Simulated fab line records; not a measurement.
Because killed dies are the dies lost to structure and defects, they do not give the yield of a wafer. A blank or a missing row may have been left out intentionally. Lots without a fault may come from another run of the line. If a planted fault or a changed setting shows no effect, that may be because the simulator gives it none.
A struck lot beside a sound one + flow nand_harc + 40 steps out of a route of 1159
Sound: wafers L201.2, L201.3, L201.6. Struck: wafers L209.4, L209.5 (left out: L209.6, a lot-mate that was not struck); the cause follows at the end.
Each step with rows lists, per side, the tool, then ch with its chambers, then its first start. Under that, the readings that differ: sound wafers + struck wafers + difference of the means + sigmas: that difference in standard deviations of wafers without a fault.
alike: readings with means less than 2 such deviations apart, plus words and numbers identical on both sides. not compared: withheld readings, readings lacking a value on some wafer, bounds such as >300 that could conceal the same value, and numbers that have no deviation in the record and whose values overlap.
The two part at a step that has a row with sigmas, a row that says differs or no value, or rows on one side only. When numbers do not overlap yet have no deviation, they are printed without sigmas and do not part them. A reading missing from all wafers of one side parts the sides only when that side holds two or more wafers.

NHARC_P_M0_OVL_MEAS_10: pitch 180 nm.
  struck on overlay-01, day 8 20:37; sound on overlay-01, day 6 11:44
| reading           | sound          | struck  | difference | sigmas |
|-------------------|----------------|---------|------------|--------|
| overlay_y_nm (nm) | -1.3 -1.0 -1.6 | 0.4 1.0 | +2.0       | +2     |
  alike: overlay_x_nm
NHARC_P_M0_INSPECT_11:
  struck on defect_inspect-01, day 8 20:38; sound on defect_inspect-02, day 6 11:46
  alike: raw_defect_count
then, 3 steps without rows for these wafers: NHARC_P_M0_DESCUM_14 (chemistry O2, time 3 s); NHARC_P_M0_ETCH_34 (etches the open film in N2/H2, target depth 40 nm, overetch 12 nm, time 43.94 s); NHARC_P_M0_ETCH_15 (etches the open film in C4F8/Ar, target depth 150 nm, overetch 15 nm, time 82.5 s).
NHARC_P_M0_CD_MEAS_16:
  struck on cd_sem-02, day 8 21:01; sound on cd_sem-02, day 6 12:38
  alike: cd_nm
then, 5 steps without rows for these wafers: NHARC_P_M0_STRIP_18 (strips in N2/H2); NHARC_P_M0_STRIP_19 (strips in post etch residue remover, time 600 s); NHARC_P_M0_DEGAS_28 (time 60 s); NHARC_P_M0_PRE_CLEAN_29 (time 30 s); NHARC_P_M0_PVD_20 (deposits TaN, target thk 5 nm, time 8.06 s).
NHARC_P_M0_PVD_21: deposits Cu, target thk 30 nm, time 20.49 s.
  sound on pvd_sputter-01; struck on pvd_sputter-02
  alike: throttle_valve_pct
NHARC_P_M0_ECD_22: material Cu, target thk 400 nm.
  sound on ecd_cu-02 ch 0,1, day 6 13:37; struck on ecd_cu-02 ch 0, day 8 22:08
  alike: bath_temp_c
then, 2 steps without rows for these wafers: NHARC_P_M0_ANNEAL_30 (time 90 s); NHARC_P_M0_CMP_23 (polishes, t overpolish 20 s, target thk 117.53 nm).
NHARC_P_M0_THK_MEAS_24: measures by xrf.
  struck on film_metro-02, day 8 23:01; sound on film_metro-02, day 6 14:59
  alike: thk_nm
then, 2 steps without rows for these wafers: NHARC_P_M0_SRD_25; NHARC_P_M0_PRE_CLEAN_31 (time 12 s).
NHARC_P_M0_DEP_32: deposits SiCN, target thk 30 nm.
  sound on pecvd-03 ch 0,1, day 6 15:20; struck on pecvd-04 ch 0,2, day 8 23:27
  alike: heater_power_w
  not compared: since_wet_clean_h
then, 10 steps without rows for these wafers: NHARC_P_M1_DEP_00 (deposits SiOC, target thk 182.5 nm); NHARC_P_M1_DEHYDRATE_01 (time 120 s); NHARC_P_M1_HMDS_02 (time 30 s); NHARC_P_M1_COAT_34 (time 65 s); NHARC_P_M1_COAT_03 (resist thk 90 nm); NHARC_P_M1_SOFTBAKE_04 (time 55 s); NHARC_P_M1_EBR_05; NHARC_P_M1_EXPOSE_06 (exposes mask P M1, target cd 130 nm); NHARC_P_M1_PEB_07 (peb time 65 s); NHARC_P_M1_DEVELOP_08 (develop time 35 s).
NHARC_P_M1_CD_MEAS_09: target cd 130 nm.
  sound on cd_sem-03 ch 0, day 6 16:24; struck on cd_sem-03 ch 0, day 9 00:34
  alike: cd_nm
NHARC_P_M1_OVL_MEAS_10: pitch 260 nm.
  struck on overlay-02, day 9 00:40; sound on overlay-01, day 6 16:29
| reading           | sound          | struck  | difference | sigmas |
|-------------------|----------------|---------|------------|--------|
| overlay_x_nm (nm) | -1.4 -2.1 -1.6 | 0.6 0.5 | +2.2       | +3     |
  alike: overlay_y_nm
then, 1 step without rows for these wafers: NHARC_P_M1_DESCUM_14 (chemistry O2, time 3 s).
NHARC_P_M1_ETCH_35: etches the open film in N2/H2, target depth 40 nm, overetch 12 nm, time 43.94 s.
  sound on rie_diel-05 ch 1,2,3, day 6 16:41; struck on rie_diel-02 ch 2,3, day 9 00:51
| reading               | sound             | struck      | difference | sigmas |
|-----------------------|-------------------|-------------|------------|--------|
| oes_product_au (a.u.) | 0.989 1.013 0.996 | 1.022 1.031 | +0.027     | +2     |
  alike: bias_w, chamber_pressure_mTorr, drypump_motor_current_A, rf_vpp_V, showerhead_plenum_p_Torr, throttle_valve_pct
  not compared: rf_hours_counter_h
then, 1 step without rows for these wafers: NHARC_P_M1_ETCH_15 (etches the open film in C4F8/Ar, target depth 182.5 nm, time 91.2 s).
NHARC_P_M1_CD_MEAS_16:
  struck on cd_sem-03, day 9 01:04; sound on cd_sem-01, day 6 16:53
  alike: cd_nm
then, 1 step without rows for these wafers: NHARC_P_M1_STRIP_18 (strips in N2/H2).
NHARC_P_M1_ETCH_28: etches the open film in CF4/N2, target depth 30 nm, time 72.99 s.
  sound on rie_diel-09 ch 0,3; struck on rie_diel-05 ch 1,3
| reading               | sound             | struck      | difference | sigmas |
|-----------------------|-------------------|-------------|------------|--------|
| oes_product_au (a.u.) | 0.983 0.993 0.990 | 1.021 1.026 | +0.035     | +3     |
  alike: bias_w, chamber_pressure_mTorr, drypump_motor_current_A, rf_vpp_V, showerhead_plenum_p_Torr, throttle_valve_pct
  not compared: rf_hours_counter_h
then, 1 step without rows for these wafers: NHARC_P_M1_STRIP_19 (strips in post etch residue remover, time 600 s).
NHARC_P_M1_DEGAS_29: time 60 s.
  struck on pvd_sputter-02, day 9 01:47; sound on pvd_sputter-03, day 6 17:37
  alike: heater_power_w
-- jump in the record: it breaks off in module P_M1 and resumes in module END (first step shown: number 1159 of the route), and 13 days separate the struck wafers' starts before and after --
NHARC_END_SORT_01:
  sound on prober-02 ch 0, day 20 06:30; struck on prober-02 ch 0, day 22 08:04
| reading                  | sound          | struck    | difference | sigmas |
|--------------------------|----------------|-----------|------------|--------|
| defect_limited_yield (%) | 96.6 95.6 96.2 | 67.1 67.8 | -28.7      | -19    |
| killed_at_periphery      | 1 1 4          | 199 187   | +191       | +87    |
| killed_dies              | 23 30 26       | 223 218   | +194       | +19    |
| sort_bin_2_pct (%)       | 1.8 0.9 1.2    | 10.9 10.0 | +9.1       | +14    |
| sort_bin_3_pct (%)       | 0.15 0.30 0.30 | 2.07 1.77 | +1.67      | +8     |
| sort_bin_4_pct (%)       | 1.5 3.2 2.4    | 19.9 20.4 | +17.8      | +18    |
| sort_n_pass              | 654 647 651    | 454 459   | -194       | -19    |
| sort_rim_yield_pct (%)   | 99.1 92.5 99.1 | 69.8 67.0 | -28.5      | -14    |
| sort_yield_pct (%)       | 96.6 95.6 96.2 | 67.1 67.8 | -28.7      | -19    |
  alike: killed_at_array, killed_at_other, killed_open, killed_short

## WHERE THEY PART
Earliest at NHARC_P_M0_OVL_MEAS_10; latest, in this record, at NHARC_END_SORT_01.

WHY: whatever the simulator had introduced
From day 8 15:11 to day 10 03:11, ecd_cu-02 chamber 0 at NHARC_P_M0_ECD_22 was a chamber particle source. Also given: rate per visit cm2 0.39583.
